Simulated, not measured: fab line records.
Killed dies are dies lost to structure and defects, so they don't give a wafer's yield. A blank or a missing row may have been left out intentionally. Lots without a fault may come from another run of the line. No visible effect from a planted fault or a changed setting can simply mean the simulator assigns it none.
Which tool was responsible? + flow n5-finfet + Sampling: 12 lots, 36 wafers, 4 of 1938 route steps

## WHAT EACH GAUGE READ, for each wafer
N5_BEOL_M2_OVL_MEAS_12.
| lot  | measured     | on         | M2_OVL (nm)    |
|------|--------------|------------|----------------|
| L075 | day 6 22:36  | overlay-02 | -0.2 -0.5 0.0  |
| L076 | day 7 04:29  | overlay-02 | -0.5 0.3 -0.1  |
| L079 | day 7 17:56  | overlay-02 | -0.3 -0.7 -1.0 |
| L081 | day 8 08:02  | overlay-02 | -0.5 0.0 -0.2  |
| L083 | day 8 23:44  | overlay-01 | -0.1 0.6 -0.5  |
| L086 | day 9 06:59  | overlay-02 | 0.5 -0.4 0.3   |
| L087 | day 9 20:50  | overlay-02 | -0.1 1.0 -0.3  |
| L089 | day 10 03:44 | overlay-01 | 0.3 -0.3 0.0   |
| L092 | day 11 01:49 | overlay-02 | 0.5 -1.1 -0.4  |
| L093 | day 11 10:24 | overlay-02 | -1.0 -0.1 -0.9 |
| L095 | day 12 03:26 | overlay-01 | -0.4 -0.8 -0.9 |
| L097 | day 12 10:55 | overlay-02 | 0.8 -0.3 -0.6  |

## EACH LOT AND THE TOOL THAT RAN IT (in order: tool; ch and the chambers of the sampled wafers; start)
| lot  | N5_BEOL_M0_SPUTTER_132       | N5_BEOL_M1_TRENCH_ETCH_37                     | N5_BEOL_M1_ANNEAL_49         |
|------|------------------------------|-----------------------------------------------|------------------------------|
| L075 | pvd-sputter-03, day 6 07:26  | rie-diel-06 ch 0,2, day 6 17:46 or earlier    | pvd-sputter-03, day 6 17:46  |
| L076 | pvd-sputter-02, day 6 16:50  | rie-diel-05 ch 0,1,2, day 6 23:19 or earlier  | pvd-sputter-02, day 6 23:19  |
| L079 | pvd-sputter-02, day 7 02:16  | rie-diel-06 ch 0,1,3, day 7 14:10 or earlier  | pvd-sputter-03, day 7 14:10  |
| L081 | pvd-sputter-03, day 7 16:02  | rie-diel-05 ch 0,1, day 8 03:49 or earlier    | pvd-sputter-02, day 8 03:49  |
| L083 | pvd-sputter-03, day 8 08:10  | rie-diel-03 ch 0,1,2, day 8 17:53 or earlier  | pvd-sputter-01, day 8 17:53  |
| L086 | pvd-sputter-03, day 8 17:33  | rie-diel-05 ch 0,1,3, day 9 00:47 or earlier  | pvd-sputter-02, day 9 00:47  |
| L087 | pvd-sputter-03, day 9 07:36  | rie-diel-06 ch 0,3, day 9 16:41 or earlier    | pvd-sputter-03, day 9 16:41  |
| L089 | pvd-sputter-02, day 9 17:19  | rie-diel-06 ch 1,3, day 9 23:55 or earlier    | pvd-sputter-02, day 9 23:55  |
| L092 | pvd-sputter-02, day 10 08:19 | rie-diel-06 ch 1,2,3, day 10 20:17 or earlier | pvd-sputter-03, day 10 20:17 |
| L093 | pvd-sputter-03, day 10 19:07 | rie-diel-06 ch 1,2,3, day 11 02:57 or earlier | pvd-sputter-03, day 11 02:57 |
| L095 | pvd-sputter-02, day 11 03:41 | rie-diel-06 ch 0,2, day 11 22:56 or earlier   | pvd-sputter-03, day 11 22:56 |
| L097 | pvd-sputter-01, day 11 21:20 | rie-diel-06 ch 1,2, day 12 05:04 or earlier   | pvd-sputter-01, day 12 05:04 |
- N5_BEOL_M0_SPUTTER_132: material Cu, target thk 4 nm, time 7.37 s.
- N5_BEOL_M1_TRENCH_ETCH_37: etches SiOC in C4F6/O2, target depth 55.207 nm, time 29 s.
- N5_BEOL_M1_ANNEAL_49: time 240 s.

## THE ANSWER, worked out from the rows above alone
Rule: the usual values come from the lots themselves. Put in order of their means at a reading, lots are off if they are a third of the lots or fewer, leave a main group of 4 or more, and stand apart from it by a gap of 3 or more times the standard deviation of the main group's means; of several such gaps the widest counts. The tables above print the reading to a certain number of digits; a main group whose means all agree to those digits is not used. A lot without any number at a reading at which 4 lots or more have one is off too. The other lots that the step has rows for count as sound.
Nothing can be told from this: no lot is off at any reading shown.

## WHAT WAS PUT IN BY THE SIMULATOR
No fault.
